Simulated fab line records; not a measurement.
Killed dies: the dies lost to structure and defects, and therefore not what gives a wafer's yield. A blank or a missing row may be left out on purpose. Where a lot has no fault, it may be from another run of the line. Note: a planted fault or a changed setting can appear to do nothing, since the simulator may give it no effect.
Split-lot study || flow n5-finfet || route with 1938 steps; 7 lots, 21 wafers read

## THE SPLIT
At N5_BEOL_M1_EXPOSE_25 (exposes mask V0, defocus 5 nm, target cd 24 nm), the setting dose-mj was moved away from the recipe's 63 on 7 of the 21 wafers read, by -7.1% to +7.1%. This setting was run at the recipe's value on the other wafers.

## FROM THE SPLIT TO THE READING: what the file shows between them, 2 steps
- N5_BEOL_M1_PEB_26: peb time 60 s
- N5_BEOL_M1_DEVELOP_27: develop time 30 s

## THE READING
cd-nm, in nm, at N5_BEOL_M1_CD_MEAS_28 (target cd y 23.3 nm). Typical for fault-free wafers on this fab line: 23.95 nm, with standard deviation 0.26 nm.

{"wafer": "L075.1", "tool, chamber at the split": "euv-scanner-01, 0", "dose-mj as run": 63, "against the recipe": "recipe", "cd-nm, nm": 23.73, "against lot-mates on the recipe": "-"}
{"wafer": "L075.3", "tool, chamber at the split": "euv-scanner-01, 0", "dose-mj as run": 66.91, "against the recipe": "+6.2%", "cd-nm, nm": 25.08, "against lot-mates on the recipe": "+1.35"}
{"wafer": "L075.4", "tool, chamber at the split": "euv-scanner-01, 0", "dose-mj as run": 66.91, "against the recipe": "+6.2%", "cd-nm, nm": 25.42, "against lot-mates on the recipe": "+1.69"}
{"wafer": "L079.1", "tool, chamber at the split": "euv-scanner-02, 0", "dose-mj as run": 63, "against the recipe": "recipe", "cd-nm, nm": 23.72, "against lot-mates on the recipe": "-"}
{"wafer": "L079.3", "tool, chamber at the split": "euv-scanner-02, 0", "dose-mj as run": 63, "against the recipe": "recipe", "cd-nm, nm": 24.07, "against lot-mates on the recipe": "-"}
{"wafer": "L079.5", "tool, chamber at the split": "euv-scanner-02, 0", "dose-mj as run": 61.26, "against the recipe": "-2.8%", "cd-nm, nm": 23.57, "against lot-mates on the recipe": -0.32}
{"wafer": "L081.2", "tool, chamber at the split": "euv-scanner-02, 0", "dose-mj as run": 63, "against the recipe": "recipe", "cd-nm, nm": 24.18, "against lot-mates on the recipe": "-"}
{"wafer": "L081.4", "tool, chamber at the split": "euv-scanner-02, 0", "dose-mj as run": 63, "against the recipe": "recipe", "cd-nm, nm": 24.02, "against lot-mates on the recipe": "-"}
{"wafer": "L081.6", "tool, chamber at the split": "euv-scanner-02, 0", "dose-mj as run": 63, "against the recipe": "recipe", "cd-nm, nm": 23.91, "against lot-mates on the recipe": "-"}
{"wafer": "L083.1", "tool, chamber at the split": "euv-scanner-01, 0", "dose-mj as run": 63, "against the recipe": "recipe", "cd-nm, nm": 24.30, "against lot-mates on the recipe": "-"}
{"wafer": "L083.4", "tool, chamber at the split": "euv-scanner-01, 0", "dose-mj as run": 63, "against the recipe": "recipe", "cd-nm, nm": 24.16, "against lot-mates on the recipe": "-"}
{"wafer": "L083.5", "tool, chamber at the split": "euv-scanner-01, 0", "dose-mj as run": 67.47, "against the recipe": "+7.1%", "cd-nm, nm": 25.35, "against lot-mates on the recipe": "+1.12"}
{"wafer": "L085.1", "tool, chamber at the split": "euv-scanner-02, 0", "dose-mj as run": 63, "against the recipe": "recipe", "cd-nm, nm": 23.80, "against lot-mates on the recipe": "-"}
{"wafer": "L085.2", "tool, chamber at the split": "euv-scanner-02, 0", "dose-mj as run": 63, "against the recipe": "recipe", "cd-nm, nm": 23.90, "against lot-mates on the recipe": "-"}
{"wafer": "L085.6", "tool, chamber at the split": "euv-scanner-02, 0", "dose-mj as run": 63, "against the recipe": "recipe", "cd-nm, nm": 24.13, "against lot-mates on the recipe": "-"}
{"wafer": "L087.1", "tool, chamber at the split": "euv-scanner-02, 0", "dose-mj as run": 58.54, "against the recipe": "-7.1%", "cd-nm, nm": 22.44, "against lot-mates on the recipe": -1.38}
{"wafer": "L087.2", "tool, chamber at the split": "euv-scanner-02, 0", "dose-mj as run": 63, "against the recipe": "recipe", "cd-nm, nm": 23.49, "against lot-mates on the recipe": "-"}
{"wafer": "L087.3", "tool, chamber at the split": "euv-scanner-02, 0", "dose-mj as run": 63, "against the recipe": "recipe", "cd-nm, nm": 24.16, "against lot-mates on the recipe": "-"}
{"wafer": "L097.1", "tool, chamber at the split": "euv-scanner-02, 0", "dose-mj as run": 61.37, "against the recipe": "-2.6%", "cd-nm, nm": 23.35, "against lot-mates on the recipe": -0.30}
{"wafer": "L097.3", "tool, chamber at the split": "euv-scanner-02, 0", "dose-mj as run": 61.37, "against the recipe": "-2.6%", "cd-nm, nm": 23.11, "against lot-mates on the recipe": -0.54}
{"wafer": "L097.5", "tool, chamber at the split": "euv-scanner-02, 0", "dose-mj as run": 63, "against the recipe": "recipe", "cd-nm, nm": 23.65, "against lot-mates on the recipe": "-"}

FIT RESULTS
A straight line over all 21 wafers: cd-nm changes by +0.21 nm for each +1% of dose-mj; r = +0.95; the points scatter about the line by 0.22 nm.
The same after taking each lot's own level away (the mean of its wafers on the recipe; 21 wafers): +0.199 nm for each +1%; r = +0.95; scatter 0.2 nm.
According to that fit, moving dose-mj by its largest amount changes the reading by 1.4 nm.
Across the lots, their own levels run from 23.650 to 24.230 nm, a range of 2.2 times the standard deviation given above.
The two slopes agree, so the slope changes little with the lot-to-lot level.
Check: +1.58 nm against its lot-mates is what the line predicts for one of the wafers moved furthest among these (+7.1%) when that wafer is left out of the fit. It came out at +1.12 nm against them.

## THESE WAFERS: OTHER SPLITS
Before the reading, these wafers also passed through other splits. Each is held against what the fit with the lots' levels taken away leaves over:
{"other split on the same wafers": "N5_MOL_CONTACT_COAG_ALD_27 time-s", "wafers away from the commonest value": 13, "r with cd-nm (lot level and that fit taken away)": -0.09}
{"other split on the same wafers": "N5_MOL_CONTACT_COAG_COAT_76 spin-rpm", "wafers away from the commonest value": 5, "r with cd-nm (lot level and that fit taken away)": -0.04}
{"other split on the same wafers": "N5_MOL_CONTACT_COAG_ETCH_67 source-w", "wafers away from the commonest value": 7, "r with cd-nm (lot level and that fit taken away)": -0.07}
{"other split on the same wafers": "N5_BEOL_M0_SAQP_SPACER2_ALD_26 target-thk-a", "wafers away from the commonest value": 7, "r with cd-nm (lot level and that fit taken away)": "+0.19"}
{"other split on the same wafers": "N5_BEOL_M0_SAQP_COAT_69 spin-rpm", "wafers away from the commonest value": 8, "r with cd-nm (lot level and that fit taken away)": -0.31}
{"other split on the same wafers": "N5_BEOL_M0_ETCH_128 source-w", "wafers away from the commonest value": 5, "r with cd-nm (lot level and that fit taken away)": -0.24}
{"other split on the same wafers": "N5_BEOL_M0_ETCH_109 bias-w", "wafers away from the commonest value": 8, "r with cd-nm (lot level and that fit taken away)": "+0.01"}

## FILE'S OWN FIT
cd-nm changes by +0.19 nm for each +1% of dose-mj, r = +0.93.
